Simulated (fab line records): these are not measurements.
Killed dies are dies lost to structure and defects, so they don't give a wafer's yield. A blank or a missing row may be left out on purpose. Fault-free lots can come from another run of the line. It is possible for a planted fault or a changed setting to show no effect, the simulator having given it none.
Lot-split experiment | flow n5-finfet | on a route of 1938 steps: 7 lots, 21 wafers read

ON THE SPLIT
At N5_ZERO_LAYER_COAT_05 (resist thk 1000 nm), the setting spin-rpm was moved away from the recipe's 1500 rpm on 6 of the 21 wafers read, by -6.9% to +10.6%. This setting was run at the recipe's value on the other wafers.

FROM THE SPLIT TO THE READING: what the file shows between them, 4 steps
- N5_ZERO_LAYER_EBR_07
- N5_ZERO_LAYER_SOFTBAKE_06: time 90 s
- N5_ZERO_LAYER_DESCUM_16: chemistry O2, time 7.9 s
- N5_ZERO_LAYER_ETCH_17: etches SiO2 in CF4, target depth 12 nm, time 13.3 s

THE READING
coat_of_ZERO_LAYER_COAT_05.thk-nm (the simulator's own value, which no gauge read), in nm, at N5_ZERO_LAYER_ETCH_18 (etches Si in HBr/Cl2, target depth 120 nm, time 40 s). No usual value for it is given in the file. Average 931.7 nm, standard deviation 3.3 nm, over the 15 wafers here run with the recipe.

wafer  | tool, chamber at the split | spin-rpm as run, rpm | against the recipe | coat_of_ZERO_LAYER_COAT_05.thk-nm, nm | against lot-mates on the recipe
L077.3 | litho-track-05, 0          | 1500                 | recipe             | 929.5                                 | -
L077.5 | litho-track-05, 0          | 1500                 | recipe             | 932.3                                 | -
L077.6 | litho-track-05, 0          | 1610                 | +7.3%              | 897.1                                 | -33.8
L079.1 | litho-track-05, 0          | 1500                 | recipe             | 931                                   | -
L079.3 | litho-track-05, 0          | 1500                 | recipe             | 935.3                                 | -
L079.4 | litho-track-05, 0          | 1500                 | recipe             | 931.1                                 | -
L080.2 | litho-track-01, 0          | 1396                 | -6.9%              | 968.9                                 | +33.9
L080.5 | litho-track-01, 0          | 1396                 | -6.9%              | 970                                   | +35.0
L080.6 | litho-track-01, 0          | 1500                 | recipe             | 935                                   | -
L081.1 | litho-track-01, 0          | 1500                 | recipe             | 926.3                                 | -
L081.5 | litho-track-01, 0          | 1500                 | recipe             | 926.7                                 | -
L081.6 | litho-track-01, 0          | 1500                 | recipe             | 928.3                                 | -
L085.1 | litho-track-05, 0          | 1500                 | recipe             | 936.3                                 | -
L085.2 | litho-track-05, 0          | 1632                 | +8.8%              | 894.7                                 | -42.2
L085.5 | litho-track-05, 0          | 1500                 | recipe             | 937.5                                 | -
L086.1 | litho-track-02, 0          | 1500                 | recipe             | 930.9                                 | -
L086.5 | litho-track-02, 0          | 1500                 | recipe             | 928.9                                 | -
L086.6 | litho-track-02, 0          | 1500                 | recipe             | 933.9                                 | -
L088.1 | litho-track-01, 0          | 1659                 | +10.6%             | 884.8                                 | -47.4
L088.2 | litho-track-01, 0          | 1500                 | recipe             | 932.2                                 | -
L088.5 | litho-track-01, 0          | 1659                 | +10.6%             | 881.3                                 | -50.9

THE FIT
A straight line over all 21 wafers: coat_of_ZERO_LAYER_COAT_05.thk-nm changes by -4.77 nm for each +1% of spin-rpm; r = -0.99; the points scatter about the line by 3.5 nm.
The same after taking each lot's own level away (the mean of its wafers on the recipe; 21 wafers): -4.75 nm for each +1%; r = -1.00; scatter 1.5 nm.
According to that fit, moving spin-rpm by its largest amount changes the reading by 50 nm.
The span of the lots' own levels, 927.10 to 936.90 nm, comes to 3.0 times the standard deviation stated above.
Consequently the slope shifts little with the lot-to-lot level, the two slopes agreeing.
Check: with one of the wafers moved furthest among these (+10.6%) left out of the fit, the line predicts -50.9 nm for it against its lot-mates. It came out at -47.4 nm against them.

THESE WAFERS: OTHER SPLITS
Other splits were also applied to these wafers ahead of the reading. Each is held against what the fit with the lots' levels taken away leaves over:
other split on the same wafers | wafers away from the commonest value | r with coat_of_ZERO_LAYER_COAT_05.thk-nm (lot level and that fit taken away)
N5_ZERO_LAYER_PECVD_02 time-s  | 9                                    | -0.38

THE WHOLE CHAIN: every reading that the file lists as answering this split, in the file's order
step                   | what it does                                         | reading                                                                            | change (the file's fit)              | r (the file's)
N5_ZERO_LAYER_COAT_05  | resist thk 1000 nm                                   | coat_of_ZERO_LAYER_COAT_05.thk-nm (the simulator's own value, which no gauge read) | -4.81 nm for each +1% of the setting | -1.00
N5_ZERO_LAYER_ETCH_18  | etches Si in HBr/Cl2, target depth 120 nm, time 40 s | coat_of_ZERO_LAYER_COAT_05.thk-nm (the simulator's own value, which no gauge read) | -4.73 nm for each +1% of the setting | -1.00
N5_ZERO_LAYER_STRIP_24 | strips in O2                                         | strip-time-to-endpoint-s                                                           | withheld for each +1% of the setting | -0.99

FILE'S OWN FIT
coat_of_ZERO_LAYER_COAT_05.thk-nm changes by -4.73 nm for each +1% of spin-rpm, r = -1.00.
